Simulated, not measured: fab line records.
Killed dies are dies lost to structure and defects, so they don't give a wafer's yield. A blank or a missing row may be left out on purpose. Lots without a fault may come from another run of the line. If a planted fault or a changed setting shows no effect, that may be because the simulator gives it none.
Split-lot experiment | flow n5 finfet | 21 wafers read from 7 lots, route of 1938 steps

THE SPLIT ITSELF
At N5_PASSIVATION_EXPOSE_41 (exposes mask PASS OPEN, defocus 0 nm, target cd 40000 nm), the setting dose mj was moved away from the recipe's 57.25 on 9 of the 21 wafers read, by -4.8% to +5.3%. The other wafers ran this setting at the recipe's value.

FROM THE SPLIT TO THE READING: what the file shows between them, 3 steps
- N5_PASSIVATION_PEB_42
- N5_PASSIVATION_DEVELOP_43: develop time 60 s
- N5_PASSIVATION_HARDBAKE_45: time 120 s

THE READING
Shown in nm: cd nm at N5_PASSIVATION_CD_MEAS_44, with target cd 40000 nm. Typical for fault-free wafers on this fab line: 39999 nm, with standard deviation 4.3 nm.

wafer  | tool, chamber at the split | dose mj as run | against the recipe | cd nm, nm | against lot-mates on the recipe
L075.1 | krf scanner-02, 0          | 59.44          | +3.8%              | 40007     | +10
L075.3 | krf scanner-02, 0          | 59.44          | +3.8%              | 40014     | +17
L075.4 | krf scanner-02, 0          | 57.25          | recipe             | 39997     | -
L079.1 | krf scanner-02, 0          | 55.84          | -2.5%              | 39996     | -1
L079.3 | krf scanner-02, 0          | 57.25          | recipe             | 39997     | -
L079.5 | krf scanner-02, 0          | 55.84          | -2.5%              | 39996     | -1
L081.2 | krf scanner-02, 0          | 57.25          | recipe             | 40003     | -
L081.4 | krf scanner-02, 0          | 60.08          | +4.9%              | 40014     | +11
L081.6 | krf scanner-02, 0          | 57.25          | recipe             | 40003     | -
L083.1 | krf scanner-01, 0          | 60.29          | +5.3%              | 40011     | +17
L083.4 | krf scanner-01, 0          | 57.25          | recipe             | 39994     | -
L083.5 | krf scanner-01, 0          | 60.29          | +5.3%              | 40019     | +25
L087.1 | krf scanner-01, 0          | 57.25          | recipe             | 39998     | -
L087.2 | krf scanner-01, 0          | 54.52          | -4.8%              | 39982     | -16
L087.3 | krf scanner-01, 0          | 54.52          | -4.8%              | 39982     | -16
L085.1 | krf scanner-01, 0          | 57.25          | recipe             | 39995     | -
L085.2 | krf scanner-01, 0          | 57.25          | recipe             | 39996     | -
L085.6 | krf scanner-01, 0          | 57.25          | recipe             | 39993     | -
L097.1 | krf scanner-01, 0          | 57.25          | recipe             | 39998     | -
L097.3 | krf scanner-01, 0          | 57.25          | recipe             | 39997     | -
L097.5 | krf scanner-01, 0          | 57.25          | recipe             | 40001     | -

FIT RESULTS
A straight line over all 21 wafers: cd nm changes by +3.07 nm for each +1% of dose mj; r = +0.93; the points scatter about the line by 3.5 nm.
The same after taking each lot's own level away (the mean of its wafers on the recipe; 21 wafers): +3.16 nm for each +1%; r = +0.94; scatter 3.3 nm.
According to that fit, moving dose mj by its largest amount changes the reading by 17 nm.
Measured against the standard deviation above, the lots' own levels, which go from 39994.0 to 40003.0 nm, span 2.1 times it.
Hence the lot-to-lot level has little effect on the slope; both slopes agree.
Check: for one of the wafers moved furthest among these (+5.3%), held out of the fit, the line's prediction against its lot-mates is +17.8 nm. It came out at +17 nm against them.

THESE WAFERS: OTHER SPLITS
Before the reading, these wafers also passed through other splits. Each is held against what the fit with the lots' levels taken away leaves over:
other split on the same wafers | wafers away from the commonest value | r with cd nm (lot level and that fit taken away)
N5_PASSIVATION_PECVD_55 time s | 7                                    | -0.15
N5_PASSIVATION_PECVD_35 time s | 7                                    | -0.50

THE WHOLE CHAIN: every reading that the file lists as answering this split, in the file's order
step                      | what it does       | reading            | change (the file's fit)                                                      | r (the file's)
N5_PASSIVATION_CD_MEAS_44 | target cd 40000 nm | cd nm              | +3.05 nm for each +1% of the setting                                         | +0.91
N5_PASSIVATION_PROBE_49   |                    | killed_at_M0_to_M3 | not straight: 26 at the lowest setting, 147 at the recipe, 24 at the highest | not given

THE FILE'S OWN FIT
cd nm changes by +3.05 nm for each +1% of dose mj, r = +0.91.
